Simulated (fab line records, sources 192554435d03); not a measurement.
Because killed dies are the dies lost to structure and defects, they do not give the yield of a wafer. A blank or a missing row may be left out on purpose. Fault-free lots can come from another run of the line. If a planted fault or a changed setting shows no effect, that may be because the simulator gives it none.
One fault seen from 3 desks    flow n5 finfet    each desk holds nothing but its own numbers, with what lay behind them at the end

## METROLOGY DESK
Lot by lot, what the gauges showed, no matter which tool ran the lot: averages of those sampled wafers that carry a number. Any lot whose mean is over 4 standard deviations away from the usual mean is out of limits and marked OUT; that distance is given in the brackets. Shown here are 7 of its 10 readings, the ones lying furthest out on some lot.
Columns: A = DIBL_P at N5_BEOL_M4_RC_MEAS_101, usual 36.2 mV/V; B = IOFF_P at N5_BEOL_M4_RC_MEAS_101, usual 0.22 nA/um; C = ION_N at N5_BEOL_M4_RC_MEAS_101, usual 676 uA/um; D = ION_P at N5_BEOL_M4_RC_MEAS_101, usual 465 uA/um; E = SS_N at N5_BEOL_M4_RC_MEAS_101, usual 71.4 mV/dec; F = SS_P at N5_BEOL_M4_RC_MEAS_101, usual 73.2 mV/dec; G = VT_P at N5_BEOL_M4_RC_MEAS_101, usual -250 mV
lot   first seen here  A     B     C    D    E     F     G
L388  day 8 14:21      34.6  0.17  669  452  71.1  72.4  -252
L390  day 9 03:10      35.4  0.24  677  472  71.6  73.6  -245
L392  day 9 11:10      37.9  0.21  673  459  71.2  73.7  -253
L393  day 9 22:11      34.4  0.22  676  464  71.4  73.0  -248
L391  day 9 22:53      36.0  0.19  667  457  71.9  73.6  -256
L396  day 10 22:18     36.5  0.20  666  458  71.7  73.0  -252
L397  day 11 02:14     35.7  0.21  673  459  72.1  73.4  -250
L398  day 11 03:49     35.0  0.20  671  463  71.4  73.7  -249
L408  day 13 20:48     36.4  0.23  684  471  71.3  73.4  -248
This desk's verdict: no lot among the 9 shows anything out of limits.

## THE TOOL OWNER'S DESK: ald sin-02
The tool's own readings at N5_BEOL_M1_ALD_98 (deposits SiO2, target thk 2.5 nm, pulse time 1 s, co reactant pulse time 1 s): means of the sampled wafers that have a number, for each lot that ran on this tool. Any lot whose mean is over 4 standard deviations away from the usual mean is out of limits and marked OUT; that distance is given in the brackets.
Columns: A = heater power w at N5_BEOL_M1_ALD_98, usual 73 W; B = precursor pulse height rel at N5_BEOL_M1_ALD_98, usual 0.998
lot   first seen here  A   B
L388  day 6 20:23      67  0.987
L391  day 7 10:42      73  0.982
L392  day 7 13:47      73  0.988
L396  day 8 20:59      78  1.004
This desk's verdict: no lot among the 4 shows anything out of limits.

## THE DEFECT DESK
Counts from the inspections along the route, per lot, as means over the sampled wafers that have a number. Any lot whose mean is over 4 standard deviations away from the usual mean is out of limits and marked OUT; that distance is given in the brackets.
Columns: A = raw defect count at N5_BEOL_M1_INSPECT_30, usual 401
lot   first seen here  A
L388  day 6 19:59      382
L390  day 7 04:44      375
L391  day 7 09:23      448
L392  day 7 13:29      305
L393  day 7 23:08      400
L396  day 8 20:14      338
L397  day 9 02:32      374
L398  day 9 11:09      552
L408  day 12 03:46     368
This desk's verdict: no lot among the 9 shows anything out of limits.

## ALL TOGETHER
Nothing out of limits was seen by the metrology desk.
The tool owner's desk saw nothing out of limits.
Nothing the defect desk looked at was out of limits.

## WHAT HAD BEEN PUT IN BY THE SIMULATOR
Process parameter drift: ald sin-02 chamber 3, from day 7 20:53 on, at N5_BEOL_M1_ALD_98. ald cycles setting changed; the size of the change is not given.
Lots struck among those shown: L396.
